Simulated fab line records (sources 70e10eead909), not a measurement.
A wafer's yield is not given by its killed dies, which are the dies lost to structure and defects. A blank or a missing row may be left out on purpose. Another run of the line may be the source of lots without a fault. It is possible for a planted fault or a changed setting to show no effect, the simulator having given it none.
A struck lot beside a sound one | flow nandHarc | 15 steps out of a route of 1302
Sound: the wafers L132.1, L132.2, L132.6. Struck: wafer L148.1. (L148.2, L148.4 of the same lot were not struck and are left out.) The cause comes at the end.
Each step with rows lists, per side, the tool, then ch with its chambers, then its first start. Under that, the readings that differ: sound wafers | struck wafers | difference of the means | sigmas: that difference in standard deviations of wafers without a fault.
alike: words and numbers the same on both sides, and readings whose means are apart by under 2 such deviations; not compared: readings that were withheld, readings missing a value for some wafer, numbers with overlapping values and no deviation given by the record, and bounds like >300 which may hide the same value.
Wherever a step has rows on one side only, a row that says differs or no value, or a row with sigmas, the two part there. Non-overlapping numbers with no deviation appear without sigmas and do not part them. A reading that every wafer of one side lacks parts them only if that side has two wafers or more.

first, 8 steps without rows for these wafers: NHARC_P_M2_HMDS_02 (time 30 s); NHARC_P_M2_COAT_34 (time 65 s); NHARC_P_M2_COAT_03 (resist thk 90 nm); NHARC_P_M2_SOFTBAKE_04 (time 55 s); NHARC_P_M2_EBR_05; NHARC_P_M2_EXPOSE_06 (exposes mask P M2, target cd 170 nm); NHARC_P_M2_PEB_07 (peb time 65 s); NHARC_P_M2_DEVELOP_08 (develop time 35 s).
NHARC_P_M2_CD_MEAS_09: the cd target is 170 nm.
  sound on cdSem-01 ch 0, day 8 14:31; struck on cdSem-01 ch 0, day 15 05:41
  alike: cdNm
NHARC_P_M2_OVL_MEAS_10: pitch 340 nm.
  struck on overlay-01, day 15 05:47; sound on overlay-02, day 8 14:36
  alike: overlayXNm, overlayYNm
NHARC_P_M2_INSPECT_11:
  struck on defectInspect-02, day 15 05:49; sound on defectInspect-01, day 8 14:38
  alike: rawDefectCount
NHARC_P_M2_DESCUM_14: chemistry O2, time 3 s.
  sound on rieDiel-09 ch 1,3, day 8 14:42; struck on rieDiel-08 ch 0, day 15 05:53
reading              | sound                | struck | difference | sigmas
throttleValvePct (%) | 11.313 11.317 11.315 | 11.295 | -0.020     | -2
  alike: drypumpMotorCurrentA, oesProductAu, rfVppV, showerheadPlenumPTorr
  not compared: rfHoursCounterH
NHARC_P_M2_ETCH_35: etches the open film in N2/H2, target depth 40 nm, overetch 12 nm, time 43.94 s.
  sound on rieDiel-09 ch 1,2, day 8 14:47; struck on rieDiel-08 ch 0, day 15 05:58
reading        | sound          | struck | difference | sigmas
runLengthS (s) | 64.8 64.4 64.3 | 53.1   | -11.4      | -21
  alike: drypumpMotorCurrentA, oesProductAu, rfVppV, showerheadPlenumPTorr, throttleValvePct
  not compared: rfFwdPowerW, rfHoursCounterH
NHARC_P_M2_ETCH_15: etches the open film in C4F8/Ar, target depth 182.5 nm, time 91.2 s.
  sound: rieDiel-09 ch 0,2,3; struck: rieDiel-08 ch 0
reading        | sound             | struck | difference | sigmas
runLengthS (s) | 111.9 112.5 112.2 | 113.7  | +1.5       | +3
  alike: oesProductAu, rfFwdPowerW, rfVppV
  not compared: rfHoursCounterH
then, 1 step without rows for these wafers: NHARC_END_SORT_01.

## WHERE THEY PART
Earliest at NHARC_P_M2_DESCUM_14; latest, in this record, at NHARC_P_M2_ETCH_15.

WHY: the cause the simulator had injected
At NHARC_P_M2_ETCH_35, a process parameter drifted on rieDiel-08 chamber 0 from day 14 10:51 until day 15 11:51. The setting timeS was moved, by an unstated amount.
